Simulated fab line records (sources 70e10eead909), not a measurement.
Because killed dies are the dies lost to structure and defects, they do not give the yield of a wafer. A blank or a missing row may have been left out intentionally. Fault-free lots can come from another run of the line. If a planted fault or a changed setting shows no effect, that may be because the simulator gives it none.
Problem report, 8D (eight disciplines) form, completed by code + flow nand_harc + the parts of the form that need people (team, actions taken, sign-off) are left out

1. WHAT IS WRONG
Wafers without a fault read 197, standard deviation 71; raw_defect_count at NHARC_P_GATE_INSPECT_68 reads a mean of 1189 on 9 wafers belonging to 3 lots. That is +14 standard deviations from the usual mean.
First seen on wafer L469.1, day 10 05:56, on defect_inspect-02. At this step, 36 wafers from 12 lots have a number in the record. Rule for "out", or "out of limits": more than 4 standard deviations from the usual mean. All remaining wafers that have a number are taken as sound.

2. WHAT IT IS; WHAT IT IS NOT
| question                    | is                     | is not                                                                                 |
|-----------------------------|------------------------|----------------------------------------------------------------------------------------|
| which readings at this step | raw_defect_count       | -                                                                                      |
| which lots                  | L469, L470, L471       | L459, L460, L466, L467, L468, L474, L480, L481, L482                                   |
| which wafers of those lots  | all that have a number | -                                                                                      |
| read on which gauges        | defect_inspect-02      | defect_inspect-01                                                                      |
| when                        | from day 10 05:56      | up to then (15 sound wafers); but 12 sound wafers of L474, L480, L481, L482 came after |

3. THE SUSPECTS, EACH WITH WHAT RULES IT OUT
Counting: any tool at a process step up to the reading is kept as a suspect provided that every lot that is out went through it and no sound lot did after the first of them.
- ruled out: the gauge at NHARC_P_GATE_INSPECT_68. All the wafers that are out were read on defect_inspect-02, but those of them that NHARC_END_SORT_01 has rows for are out there too, on other tools.
- wet_bench-07 at NHARC_P_GATE_STRIP_35 (strips in SPM, time 600 s): ruled out as a lasting fault. Sound lots L480, L481, L482 ran on it after its first lot that is out, L469 (day 9 12:03).
Left after counting: nothing in the record.

4. THE CAUSE (what the simulator had put in)
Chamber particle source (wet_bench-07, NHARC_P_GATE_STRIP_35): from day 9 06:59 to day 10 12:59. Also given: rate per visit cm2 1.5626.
The count ruled it out by mistake, since the rule takes a fault to strike every lot its tool runs from the start of the fault on, and this one did not do so.

5. THE CHAIN OF EFFECTS, in route order
Each row: a reading whose mean over the struck wafers that have a number lies more than 3 standard deviations from the usual. Only readings for which the record gives a usual standard deviation are gone through. hours: the time from each lot's start at the first step in this table that gives one to its start at this step, as a median over the lots. sigmas: the change in usual standard deviations.
| hours | step                    | reading             | usual | on struck wafers | change | sigmas |
|-------|-------------------------|---------------------|-------|------------------|--------|--------|
| 0     | NHARC_P_GATE_INSPECT_68 | raw_defect_count    | 197   | 1189             | +992   | +14    |
| 463   | NHARC_END_SORT_01       | killed_at_periphery | 3.5   | 83.6             | +80.1  | +32    |
| 463   | NHARC_END_SORT_01       | killed_dies         | 58    | 126              | +68    | +3.2   |

6. WHAT WOULD HAVE CAUGHT IT SOONER
The first out-of-limits reading at a measuring or inspecting step in this record came at day 10 05:56, 23 hours after the fault's start at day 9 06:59.
